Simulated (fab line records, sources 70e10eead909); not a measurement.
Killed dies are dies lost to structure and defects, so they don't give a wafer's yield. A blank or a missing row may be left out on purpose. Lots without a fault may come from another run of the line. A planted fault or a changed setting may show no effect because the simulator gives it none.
Which tool did it? | flow nand_harc | 12 lots, 36 wafers sampled, at 6 steps of a route of 1302

WHAT THE GAUGES READ, wafer by wafer
NHARC_A_M0_OVL_MEAS_10: pitch 160 nm. Usual: overlay_x_nm 0.1 nm, standard deviation 0.92; overlay_y_nm 0.1 nm, standard deviation 0.76.
lot  | measured     | on         | overlay_x_nm (nm) | overlay_y_nm (nm) | flag
L679 | day 23 07:56 | overlay-01 | 1.3 1.0 1.2       | -0.2 0.0 -0.3     |
L682 | day 24 07:29 | overlay-01 | 0.7 0.2 0.6       | -1.0 -1.3 -1.8    |
L683 | day 24 18:28 | overlay-01 | 1.2 0.9 1.0       | 0.4 0.8 1.1       |
L685 | day 25 08:07 | overlay-02 | 0.0 0.1 0.4       | 1.2 1.6 1.7       |
L684 | day 25 09:22 | overlay-02 | -0.1 0.5 -0.4     | -0.8 -0.2 0.0     |
L686 | day 26 07:32 | overlay-02 | -0.9 -0.6 -0.7    | -0.5 -0.5 -0.2    |
L688 | day 26 19:14 | overlay-02 | -0.2 -0.3 -0.1    | 0.4 0.5 0.7       |
L687 | day 26 20:23 | overlay-01 | -1.1 -0.6 -0.6    | 0.6 0.9 0.8       |
L691 | day 28 18:50 | overlay-01 | 0.6 0.4 1.0       | 1.4 0.8 1.5       |
L699 | day 31 18:12 | overlay-02 | 0.3 -0.4 0.6      | 0.1 0.4 0.7       |
L700 | day 32 08:12 | overlay-02 | 1.2 0.9 1.2       | 0.9 1.0 1.0       |
L701 | day 32 23:37 | overlay-02 | 0.6 0.5 0.8       | -0.8 -0.5 -0.6    |

NHARC_END_SORT_01. Usual: defect_limited_yield 91.2 %, standard deviation 2.8; killed_at_array 56, standard deviation 19; killed_at_other 0.8, standard deviation 1.1; killed_at_periphery 3.4, standard deviation 2.5; killed_dies 60, standard deviation 19; killed_open 2.9, standard deviation 1.7; killed_short 2.4, standard deviation 1.6.
lot  | measured     | on        | defect_limited_yield (%) | killed_at_array | killed_at_other | killed_at_periphery | killed_dies | killed_open | killed_short | flag
L682 | day 26 04:05 | prober-01 | 90.8 88.9 89.8           | 62 75 65        | 0 0 0           | 0 0 4               | 62 75 69    | 2 1 3       | 2 1 2        |
L686 | day 28 01:08 | prober-02 | 85.7 86.0 83.9           | 94 93 104       | 0 0 0           | 3 2 5               | 97 95 109   | 4 2 5       | 2 1 3        |
L688 | day 28 11:56 | prober-01 | 88.3 90.8 91.4           | 76 61 56        | 0 0 0           | 3 1 2               | 79 62 58    | 2 0 3       | 0 5 0        |

WHICH TOOL RAN EACH LOT (tool, then ch and the chambers of the sampled wafers, then the start)
lot  | NHARC_A_M0_STRIP_18                | NHARC_A_M0_PVD_21                       | NHARC_A_M0_ECD_22              | NHARC_A_M0_CMP_23
L679 | rie_diel-11 ch 0,1,2, day 23 08:27 | pvd_sputter-03, day 23 09:27 or earlier | ecd_cu-01 ch 0,1, day 23 09:27 | cmp-04 ch 1,2,3, day 23 10:09
L682 | rie_diel-11 ch 0,1,3, day 24 08:04 | pvd_sputter-01, day 24 09:03 or earlier | ecd_cu-02 ch 0,1, day 24 09:03 | cmp-04 ch 1,2, day 24 09:39
L683 | rie_diel-11 ch 2,3, day 24 18:56   | pvd_sputter-03, day 24 19:50 or earlier | ecd_cu-01 ch 0,1, day 24 19:50 | cmp-03 ch 0,3, day 24 20:35
L685 | rie_diel-10 ch 0,1,3, day 25 08:38 | pvd_sputter-02, day 25 09:29 or earlier | ecd_cu-01 ch 0,1, day 25 09:29 | cmp-03 ch 1,2, day 25 10:14
L684 | rie_diel-11 ch 2,3, day 25 09:50   | pvd_sputter-02, day 25 10:50 or earlier | ecd_cu-01 ch 0,1, day 25 10:50 | cmp-04 ch 0,1,2, day 25 11:29
L686 | rie_diel-01 ch 1,3, day 26 08:03   | pvd_sputter-01, day 26 08:59 or earlier | ecd_cu-01 ch 0,1, day 26 08:59 | cmp-04 ch 0,2, day 26 09:40
L688 | rie_diel-10 ch 0,1,2, day 26 19:43 | pvd_sputter-02, day 26 20:42 or earlier | ecd_cu-02 ch 0,1, day 26 20:42 | cmp-01 ch 0,1,2, day 26 21:22
L687 | rie_diel-10 ch 0,1,3, day 26 20:55 | pvd_sputter-03, day 26 21:46 or earlier | ecd_cu-02 ch 0,1, day 26 21:46 | cmp-03 ch 0,1,2, day 26 22:29
L691 | rie_diel-10 ch 0,1,3, day 28 19:24 | pvd_sputter-01, day 28 20:17 or earlier | ecd_cu-02 ch 0,1, day 28 20:17 | cmp-04 ch 1,2, day 28 21:02
L699 | rie_diel-10 ch 2,3, day 31 18:40   | pvd_sputter-01, day 31 19:38 or earlier | ecd_cu-02 ch 0,1, day 31 19:38 | cmp-01 ch 1,2, day 31 20:18
L700 | rie_diel-01 ch 1,2, day 32 08:40   | pvd_sputter-03, day 32 09:37 or earlier | ecd_cu-01 ch 0,1, day 32 09:37 | cmp-04 ch 0,1, day 32 10:19
L701 | rie_diel-10 ch 0,1, day 33 00:05   | pvd_sputter-03, day 33 01:07 or earlier | ecd_cu-02 ch 0,1, day 33 01:07 | cmp-01 ch 0,1,3, day 33 01:47
- NHARC_A_M0_STRIP_18: strips in N2/H2.
- NHARC_A_M0_PVD_21: deposits Cu, target thk 30 nm, time 20.49 s.
- NHARC_A_M0_ECD_22: material Cu, target thk 400 nm.
- NHARC_A_M0_CMP_23: polishes, t overpolish 20 s, target thk 113.75 nm.

WHAT THE TOOLS THEMSELVES READ (means of the sampled wafers that have a number; where no wafer has one, the mark that the record gives instead)
NHARC_A_M0_STRIP_18. Usual: drypump_motor_current_A 5.6 A, standard deviation 0.41; oes_product_au 0.997 a.u., standard deviation 0.0092; rf_vpp_V 90.6 V, standard deviation 0.94; showerhead_plenum_p_Torr 2.03 Torr, standard deviation 0.078; throttle_valve_pct 14.172 %, standard deviation 0.0091.
lot  | tool        | drypump_motor_current_A (A) | oes_product_au (a.u.) | rf_vpp_V (V) | showerhead_plenum_p_Torr (Torr) | throttle_valve_pct (%) | flag
L679 | rie_diel-11 | 5.4                         | 1.003                 | 90.0         | 2.02                            | 14.169                 |
L682 | rie_diel-11 | 5.1                         | 0.984                 | 91.3         | 2.03                            | 14.171                 |
L683 | rie_diel-11 | 5.2                         | 0.986                 | 90.2         | 2.05                            | 14.163                 |
L685 | rie_diel-10 | 5.6                         | 1.000                 | 90.6         | 1.98                            | 14.168                 |
L684 | rie_diel-11 | 5.5                         | 1.002                 | 89.7         | 2.03                            | 14.169                 |
L686 | rie_diel-01 | 5.5                         | 0.994                 | 91.1         | 2.11                            | 14.173                 |
L688 | rie_diel-10 | 5.9                         | 1.004                 | 90.3         | 1.98                            | 14.174                 |
L687 | rie_diel-10 | 5.7                         | 0.991                 | 89.9         | 1.98                            | 14.175                 |
L691 | rie_diel-10 | 5.6                         | 1.002                 | 90.4         | 1.98                            | 14.161                 |
L699 | rie_diel-10 | 5.9                         | 1.001                 | 91.3         | 2.09                            | 14.186                 |
L700 | rie_diel-01 | 6.3                         | 0.996                 | 91.6         | 2.15                            | 14.176                 |
L701 | rie_diel-10 | 5.9                         | 0.996                 | 89.9         | 1.91                            | 14.160                 |

NHARC_A_M0_PVD_21. Usual: chamber_pressure_pa 5.001 Pa, standard deviation 0.0095; throttle_valve_pct 29.6 %, standard deviation 1.2.
lot  | tool           | chamber_pressure_pa (Pa) | throttle_valve_pct (%) | flag
L679 | pvd_sputter-03 | 5.003                    | 29.3                   |
L682 | pvd_sputter-01 | 5.000                    | 29.7                   |
L683 | pvd_sputter-03 | 5.000                    | 29.9                   |
L685 | pvd_sputter-02 | 5.002                    | 28.7                   |
L684 | pvd_sputter-02 | 4.999                    | 28.3                   |
L686 | pvd_sputter-01 | 4.994                    | 31.0                   |
L688 | pvd_sputter-02 | 4.996                    | 28.8                   |
L687 | pvd_sputter-03 | 4.993                    | 29.8                   |
L691 | pvd_sputter-01 | 5.001                    | 30.6                   |
L699 | pvd_sputter-01 | 5.008                    | 30.0                   |
L700 | pvd_sputter-03 | 4.998                    | 29.6                   |
L701 | pvd_sputter-03 | 5.006                    | 29.7                   |

NHARC_A_M0_CMP_23. Usual: motor_current_A 11.0 A, standard deviation 0.92; time_to_endpoint_s 27.7 s, standard deviation 2.4.
lot  | tool   | motor_current_A (A) | time_to_endpoint_s (s) | flag
L679 | cmp-04 | 11.3                | 28.0                   |
L682 | cmp-04 | 10.4                | 24.0                   |
L683 | cmp-03 | 10.6                | 28.7                   |
L685 | cmp-03 | 11.5                | 28.4                   |
L684 | cmp-04 | 10.1                | 29.6                   |
L686 | cmp-04 | 9.8                 | 26.0                   |
L688 | cmp-01 | 11.7                | 29.9                   |
L687 | cmp-03 | 10.7                | 28.7                   |
L691 | cmp-04 | 10.9                | 21.4                   |
L699 | cmp-01 | 11.6                | 33.9                   |
L700 | cmp-04 | 10.7                | 25.7                   |
L701 | cmp-01 | 11.7                | 24.9                   |

THE ANSWER, worked out from the rows above alone
Rule: a lot is off if the mean of its wafers that have a number lies more than 3 standard deviations from the usual mean. A lot without any number at a reading at which 4 lots or more have one is off too. The other lots that the step has rows for count as sound. The gauges are gone through in route order, then the tools' own readings, and for those a lot's mean is taken as printed above. The first step at which some lot is off is used, and at that step the reading that is off furthest; a lot without a number counts as furthest.
No lot is off at any reading shown: from this, nothing can be told.

WHAT THE SIMULATOR HAD PUT IN
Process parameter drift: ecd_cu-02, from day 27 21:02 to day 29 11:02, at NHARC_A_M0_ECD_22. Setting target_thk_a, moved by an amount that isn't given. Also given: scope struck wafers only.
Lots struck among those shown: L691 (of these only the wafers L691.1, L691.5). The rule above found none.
